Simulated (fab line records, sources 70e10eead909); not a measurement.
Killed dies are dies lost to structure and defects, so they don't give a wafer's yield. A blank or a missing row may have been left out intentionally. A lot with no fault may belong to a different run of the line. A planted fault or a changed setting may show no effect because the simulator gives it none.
Which tool was responsible? ; flow nand-harc ; Sampling: 22 lots, 66 wafers, 6 of 1302 route steps

WHAT THE GAUGES READ, wafer by wafer
The record holds no reading of a measuring or inspecting step that can be judged against a usual standard deviation.

WHICH TOOL RAN EACH LOT (tool, then ch and the chambers of the sampled wafers, then the start)
lot;NHARC_A_STAIRCASE_ETCH_190;NHARC_A_STAIRCASE_TRIM_193;NHARC_A_STAIRCASE_TRIM_229;NHARC_A_STAIRCASE_ETCH_232;NHARC_A_STAIRCASE_ETCH_451;NHARC_A_STAIRCASE_HM_OPEN_463
L074;rie-diel-01 ch 0,3, day 15 19:02 or earlier;rie-diel-01 ch 0,3, day 15 19:02 or earlier;rie-diel-01 ch 2,3, day 15 19:02;rie-diel-01 ch 0,2, no start;rie-diel-13 ch 2,3, no start;rie-diel-07 ch 0,1,3, no start
L075;rie-diel-13 ch 0,2,3, day 16 12:45 or earlier;rie-diel-13 ch 0,1,2, day 16 12:45 or earlier;rie-diel-01 ch 0,1, day 16 12:45;rie-diel-01 ch 0,1,2, no start;rie-diel-01 ch 1,2, no start;rie-diel-13 ch 1,2, no start
L076;rie-diel-07 ch 0,1,3, day 16 13:04 or earlier;rie-diel-07 ch 0,3, day 16 13:04 or earlier;rie-diel-07 ch 1,2, day 16 13:04;rie-diel-07 ch 1,2, no start;rie-diel-13 ch 0,1, no start;rie-diel-13 ch 0,1, no start
L077;rie-diel-07 ch 0,3, day 17 12:58 or earlier;rie-diel-07 ch 0,1, day 17 12:58 or earlier;rie-diel-07 ch 1,3, day 17 12:58;rie-diel-07 ch 2,3, no start;rie-diel-07 ch 0,1, no start;rie-diel-07 ch 0,3, no start
L078;rie-diel-07 ch 0,1,2, day 17 13:37 or earlier;rie-diel-07 ch 0,3, day 17 13:37 or earlier;rie-diel-01 ch 0,2,3, day 17 13:37;rie-diel-01 ch 0,1,2, no start;rie-diel-07 ch 1,2, no start;rie-diel-01 ch 0,1,3, no start
L079;rie-diel-07 ch 0,3, day 17 23:01 or earlier;rie-diel-07 ch 0,1,3, day 17 23:01 or earlier;rie-diel-13 ch 1,3, day 17 23:01;rie-diel-13 ch 1,2, no start;rie-diel-13 ch 0,2,3, no start;rie-diel-13 ch 0,1, no start
L081;rie-diel-07 ch 0,2,3, day 18 22:44 or earlier;rie-diel-07 ch 1,3, day 18 22:44 or earlier;rie-diel-07 ch 0,1,3, day 18 22:44;rie-diel-07 ch 0,1,2, no start;rie-diel-01 ch 0,1, no start;rie-diel-13 ch 0,1,2, no start
L080;rie-diel-13 ch 1,2, day 19 00:48 or earlier;rie-diel-13 ch 0,1,2, day 19 00:48 or earlier;rie-diel-01 ch 0,1, day 19 00:48;rie-diel-01 ch 1,2, no start;rie-diel-13 ch 1,3, no start;rie-diel-13 ch 0,2, no start
L082;rie-diel-01 ch 0,3, day 19 04:25 or earlier;rie-diel-01 ch 1,2,3, day 19 04:25 or earlier;rie-diel-01 ch 0,1,3, day 19 04:25;rie-diel-01 ch 0,1, no start;rie-diel-07 ch 1,2, no start;rie-diel-07 ch 0,2,3, no start
L084;rie-diel-07 ch 0,1,2, day 20 05:34 or earlier;rie-diel-07 ch 0,1,3, day 20 05:34 or earlier;rie-diel-01 ch 0,2,3, day 20 05:34;rie-diel-01 ch 0,1,2, day 20 15:28 or earlier;rie-diel-13 ch 0,2,3, day 20 15:28;rie-diel-01 ch 0,1,2, no start
L083;rie-diel-01 ch 0,1,3, day 20 06:12 or earlier;rie-diel-01 ch 1,3, day 20 06:12 or earlier;rie-diel-07 ch 0,2, day 20 06:12;rie-diel-07 ch 1,2,3, no start;rie-diel-01 ch 0,2,3, no start;rie-diel-01 ch 0,3, no start
L085;rie-diel-13 ch 0,1,2, day 20 08:46 or earlier;rie-diel-13 ch 1,2, day 20 08:46 or earlier;rie-diel-07 ch 0,1,2, day 20 08:46;rie-diel-07 ch 0,1, no start;rie-diel-01 ch 0,1, no start;rie-diel-01 ch 0,3, no start
L087;rie-diel-13 ch 0,1, day 21 10:16 or earlier;rie-diel-13 ch 2,3, day 21 10:16 or earlier;rie-diel-13 ch 1,2,3, day 21 10:16;rie-diel-13 ch 1,3, no start;rie-diel-13 ch 0,1,2, no start;rie-diel-07 ch 0,1,3, no start
L088;rie-diel-13 ch 0,1,3, day 22 16:50 or earlier;rie-diel-13 ch 0,1,3, day 22 16:50 or earlier;rie-diel-01 ch 1,2,3, day 22 16:50;rie-diel-01 ch 1,2,3, no start;rie-diel-13 ch 0,1, no start;rie-diel-01 ch 0,1, no start
L091;rie-diel-01 ch 2,3, day 22 17:14 or earlier;rie-diel-01 ch 2,3, day 22 17:14 or earlier;rie-diel-07 ch 1,2,3, day 22 17:14;rie-diel-07 ch 1,2, no start;rie-diel-13 ch 0,1,2, no start;rie-diel-13 ch 0,1,3, no start
L090;rie-diel-07 ch 0,2,3, day 22 17:38 or earlier;rie-diel-07 ch 1,2,3, day 22 17:38 or earlier;rie-diel-07 ch 0,1,3, day 22 17:38;rie-diel-07 ch 0,1,3, no start;rie-diel-13 ch 0,1,2, no start;rie-diel-01 ch 1,2,3, no start
L092;rie-diel-01 ch 0,1,2, day 23 09:56 or earlier;rie-diel-01 ch 0,1,3, day 23 09:56 or earlier;rie-diel-13 ch 0,2,3, day 23 09:56;rie-diel-13 ch 2,3, no start;rie-diel-01 ch 0,2,3, no start;rie-diel-13 ch 0,2,3, no start
L093;rie-diel-07 ch 0,1,3, day 23 21:13 or earlier;rie-diel-07 ch 0,1, day 23 21:13 or earlier;rie-diel-07 ch 0,1, day 23 21:13;rie-diel-07 ch 0,1,3, no start;rie-diel-01 ch 0,2,3, no start;rie-diel-01 ch 1,2, no start
L094;rie-diel-13 ch 0,1, day 24 15:13 or earlier;rie-diel-13 ch 0,2,3, day 24 15:13 or earlier;rie-diel-13 ch 0,1,3, day 24 15:13;rie-diel-13 ch 1,3, no start;rie-diel-07 ch 0,2, no start;rie-diel-07 ch 2,3, no start
L096;rie-diel-13 ch 0,1,3, day 25 07:07 or earlier;rie-diel-13 ch 0,1,3, day 25 07:07 or earlier;rie-diel-13 ch 0,2,3, day 25 07:07;rie-diel-13 ch 0,2,3, no start;rie-diel-01 ch 0,1, no start;rie-diel-01 ch 0,1,2, no start
L095;rie-diel-01 ch 0,1,2, day 25 03:27 or earlier;rie-diel-01 ch 0,1, day 25 03:27 or earlier;rie-diel-13 ch 0,1,3, day 25 03:27;rie-diel-13 ch 3, no start;rie-diel-01 ch 1,3, no start;rie-diel-01 ch 2,3, no start
L097;rie-diel-01 ch 1,2,3, day 25 17:08 or earlier;rie-diel-01 ch 1,2,3, day 25 17:08 or earlier;rie-diel-01 ch 0,1,2, day 25 17:08;rie-diel-01 ch 0,1,2, no start;rie-diel-01 ch 0,1,3, no start;rie-diel-07 ch 0,2,3, no start
- NHARC_A_STAIRCASE_ETCH_190: etches the open film in C4F8/O2, target depth 100 nm, time 40.5 s.
- NHARC_A_STAIRCASE_TRIM_193: chemistry O2, time 211.2 s.
- NHARC_A_STAIRCASE_TRIM_229: chemistry O2, time 211.2 s.
- NHARC_A_STAIRCASE_ETCH_232: etches the open film in C4F8/O2, target depth 100 nm, time 40.5 s.
- NHARC_A_STAIRCASE_ETCH_451: etches the open film in CF4/O2, target depth 30 nm, overetch 3 nm, time 16.5 s.
- NHARC_A_STAIRCASE_HM_OPEN_463: chemistry O2/COS.

WHAT THE TOOLS THEMSELVES READ (means of the sampled wafers that have a number; where no wafer has one, the mark that the record gives instead)
NHARC_A_STAIRCASE_ETCH_190.
lot;tool;oes-product-au (a.u.);rf-vpp-V (V)
L074;rie-diel-01;0.954;892.7
L075;rie-diel-13;0.930;894.9
L076;rie-diel-07;0.953;897.8
L077;rie-diel-07;0.947;899.4
L078;rie-diel-07;0.945;897.5
L079;rie-diel-07;0.938;898.9
L081;rie-diel-07;0.943;896.1
L080;rie-diel-13;0.957;892.6
L082;rie-diel-01;0.946;892.7
L084;rie-diel-07;0.941;897.2
L083;rie-diel-01;0.956;894.2
L085;rie-diel-13;0.953;894.1
L087;rie-diel-13;0.950;894.5
L088;rie-diel-13;0.948;894.4
L091;rie-diel-01;0.937;894.7
L090;rie-diel-07;0.941;896.0
L092;rie-diel-01;0.931;892.5
L093;rie-diel-07;0.955;898.6
L094;rie-diel-13;0.942;893.9
L096;rie-diel-13;0.931;893.2
L095;rie-diel-01;0.947;893.7
L097;rie-diel-01;0.953;893.6

NHARC_A_STAIRCASE_TRIM_193.
lot;tool;drypump-motor-current-A (A);oes-product-au (a.u.);rf-vpp-V (V);showerhead-plenum-p-Torr (Torr);throttle-valve-pct (%)
L074;rie-diel-01;5.8;1.021;57.3;3.46;17.038
L075;rie-diel-13;5.6;0.993;57.3;3.49;17.045
L076;rie-diel-07;5.4;1.005;58.6;3.62;17.035
L077;rie-diel-07;5.8;1.004;57.4;3.65;17.035
L078;rie-diel-07;5.2;0.993;57.5;3.56;17.035
L079;rie-diel-07;5.6;1.003;57.5;3.59;17.038
L081;rie-diel-07;5.4;1.008;58.1;3.54;17.035
L080;rie-diel-13;5.7;1.004;57.9;3.48;17.036
L082;rie-diel-01;5.2;0.988;58.2;3.49;17.038
L084;rie-diel-07;5.6;1.014;57.9;3.58;17.037
L083;rie-diel-01;5.1;1.002;57.1;3.48;17.032
L085;rie-diel-13;5.8;1.011;57.6;3.43;17.040
L087;rie-diel-13;6.1;0.986;58.4;3.46;17.030
L088;rie-diel-13;5.8;0.992;57.8;3.47;17.033
L091;rie-diel-01;5.3;1.010;57.8;3.49;17.042
L090;rie-diel-07;5.8;0.996;57.5;3.50;17.036
L092;rie-diel-01;5.6;1.005;58.2;3.43;17.028
L093;rie-diel-07;6.0;1.006;57.2;3.61;17.037
L094;rie-diel-13;5.8;0.991;57.2;3.47;17.031
L096;rie-diel-13;5.8;0.985;57.4;3.46;17.033
L095;rie-diel-01;5.8;1.017;57.6;3.41;17.036
L097;rie-diel-01;5.2;1.009;57.7;3.46;17.032

NHARC_A_STAIRCASE_TRIM_229.
lot;tool;drypump-motor-current-A (A);oes-product-au (a.u.);rf-vpp-V (V);showerhead-plenum-p-Torr (Torr);throttle-valve-pct (%)
L074;rie-diel-01;5.4;1.013;57.7;3.51;17.037
L075;rie-diel-01;5.8;1.017;57.6;3.44;17.034
L076;rie-diel-07;6.3;1.015;57.7;3.56;17.039
L077;rie-diel-07;5.9;1.024;57.6;3.57;17.039
L078;rie-diel-01;5.7;1.011;58.7;3.47;17.039
L079;rie-diel-13;5.9;1.014;58.3;3.45;17.033
L081;rie-diel-07;5.6;1.016;58.1;3.59;17.040
L080;rie-diel-01;5.8;1.008;57.8;3.43;17.035
L082;rie-diel-01;5.6;1.010;58.2;3.45;17.046
L084;rie-diel-01;5.7;1.010;56.6;3.46;17.038
L083;rie-diel-07;5.7;0.989;57.9;3.59;17.037
L085;rie-diel-07;6.0;1.010;58.6;3.57;17.037
L087;rie-diel-13;5.9;0.996;56.8;3.44;17.032
L088;rie-diel-01;5.2;0.985;57.9;3.48;17.045
L091;rie-diel-07;5.8;0.996;57.5;3.50;17.031
L090;rie-diel-07;5.6;1.001;58.0;3.57;17.045
L092;rie-diel-13;5.9;0.986;58.0;3.47;17.035
L093;rie-diel-07;6.1;1.005;57.5;3.61;17.031
L094;rie-diel-13;5.7;0.987;57.0;3.47;17.044
L096;rie-diel-13;5.8;0.987;58.0;3.46;17.036
L095;rie-diel-13;5.8;0.998;57.4;3.46;17.038
L097;rie-diel-01;5.4;1.005;57.0;3.44;17.041

NHARC_A_STAIRCASE_ETCH_232.
lot;tool;oes-product-au (a.u.);rf-vpp-V (V)
L074;rie-diel-01;0.962;893
L075;rie-diel-01;0.957;895
L076;rie-diel-07;0.961;898
L077;rie-diel-07;0.942;894
L078;rie-diel-01;0.970;894
L079;rie-diel-13;0.942;892
L081;rie-diel-07;0.958;897
L080;rie-diel-01;0.945;896
L082;rie-diel-01;0.972;892
L084;rie-diel-01;0.948;894
L083;rie-diel-07;0.965;895
L085;rie-diel-07;0.964;899
L087;rie-diel-13;0.946;893
L088;rie-diel-01;0.937;893
L091;rie-diel-07;0.932;895
L090;rie-diel-07;0.947;898
L092;rie-diel-13;0.934;892
L093;rie-diel-07;0.945;898
L094;rie-diel-13;0.948;892
L096;rie-diel-13;0.933;894
L095;rie-diel-13;0.907;893
L097;rie-diel-01;0.959;893

NHARC_A_STAIRCASE_ETCH_451.
lot;tool;drypump-motor-current-A (A);oes_ar_750_au (a.u.);oes-product-au (a.u.);rf-vpp-V (V);showerhead-plenum-p-Torr (Torr);throttle-valve-pct (%)
L074;rie-diel-13;6.1;1.003;0.996;197.4;1.315;13.401
L075;rie-diel-01;5.1;0.998;1.007;198.6;1.331;13.401
L076;rie-diel-13;5.5;1.003;1.004;197.2;1.333;13.392
L077;rie-diel-07;5.7;1.004;1.001;198.3;1.383;13.393
L078;rie-diel-07;6.2;1.002;0.999;198.2;1.325;13.399
L079;rie-diel-13;5.8;0.997;0.987;197.3;1.321;13.408
L081;rie-diel-01;5.3;1.000;0.989;196.2;1.308;13.405
L080;rie-diel-13;6.0;0.999;1.007;196.8;1.307;13.397
L082;rie-diel-07;6.2;0.996;1.010;197.4;1.344;13.397
L084;rie-diel-13;5.8;1.001;0.992;197.9;1.316;13.396
L083;rie-diel-01;5.7;1.000;1.012;197.3;1.307;13.399
L085;rie-diel-01;5.8;0.997;1.009;197.8;1.294;13.403
L087;rie-diel-13;5.7;1.002;0.995;197.3;1.308;13.401
L088;rie-diel-13;5.6;1.002;1.009;196.6;1.306;13.390
L091;rie-diel-13;5.7;0.997;0.996;197.1;1.307;13.405
L090;rie-diel-13;5.7;1.000;0.997;197.5;1.306;13.401
L092;rie-diel-01;5.7;1.002;1.015;197.8;1.301;13.386
L093;rie-diel-01;5.7;0.997;1.014;197.5;1.300;13.405
L094;rie-diel-07;5.8;1.000;1.015;198.0;1.350;13.391
L096;rie-diel-01;5.8;1.000;1.013;196.9;1.286;13.397
L095;rie-diel-01;5.3;0.994;1.018;196.5;1.303;13.400
L097;rie-diel-01;5.6;1.001;1.017;197.9;1.293;13.396

NHARC_A_STAIRCASE_HM_OPEN_463.
lot;tool;drypump-motor-current-A (A);oes-product-au (a.u.);rf-vpp-V (V);showerhead-plenum-p-Torr (Torr);throttle-valve-pct (%)
L074;rie-diel-07;5.6;1.015;469.1;3.18;28.331
L075;rie-diel-13;5.8;1.015;466.5;3.04;28.327
L076;rie-diel-13;5.6;1.025;466.5;3.08;28.336
L077;rie-diel-07;5.3;1.007;468.8;3.20;28.332
L078;rie-diel-01;5.6;1.002;465.6;3.06;28.331
L079;rie-diel-13;5.6;1.019;466.9;3.07;28.330
L081;rie-diel-13;5.7;1.009;466.7;3.07;28.328
L080;rie-diel-13;5.7;0.993;466.2;3.07;28.339
L082;rie-diel-07;5.6;0.996;467.3;3.12;28.335
L084;rie-diel-01;5.5;1.008;466.0;3.06;28.332
L083;rie-diel-01;6.1;1.016;463.9;3.02;28.335
L085;rie-diel-01;6.1;1.024;464.6;3.02;28.337
L087;rie-diel-07;5.6;1.001;467.5;3.16;28.333
L088;rie-diel-01;5.3;0.991;466.1;3.04;28.332
L091;rie-diel-13;5.8;0.985;465.5;3.07;28.327
L090;rie-diel-01;5.2;0.999;466.0;3.07;28.322
L092;rie-diel-13;5.9;0.981;465.4;3.07;28.330
L093;rie-diel-01;4.9;0.984;465.7;3.08;28.335
L094;rie-diel-07;5.8;0.994;464.7;3.04;28.332
L096;rie-diel-01;5.5;0.996;464.4;3.04;28.329
L095;rie-diel-01;5.3;1.011;465.9;3.07;28.324
L097;rie-diel-07;5.6;0.999;466.4;3.10;28.329

THE ANSWER, worked out from the rows above alone
Rule: usual is defined by the lots themselves. Put in order of their means at a reading, lots are off if they are a third of the lots or fewer, leave a main group of 4 or more, and stand apart from it by a gap of 3 or more times the standard deviation of the main group's means; of several such gaps the widest counts. The tables above print the reading to a certain number of digits; a main group whose means all agree to those digits is not used. Also off: a lot with no number at a reading for which 4 or more lots have one. Any other lot the step has rows for is counted as sound. After the gauges, taken in route order, come the tools' own readings; for these a lot's mean is taken, as printed above. The first step at which some lot is off is used, and at that step the reading that is off furthest; a lot without a number counts as furthest.
Nothing can be told from this: no lot is off at any reading shown.

WHAT THE SIMULATOR HAD INSERTED
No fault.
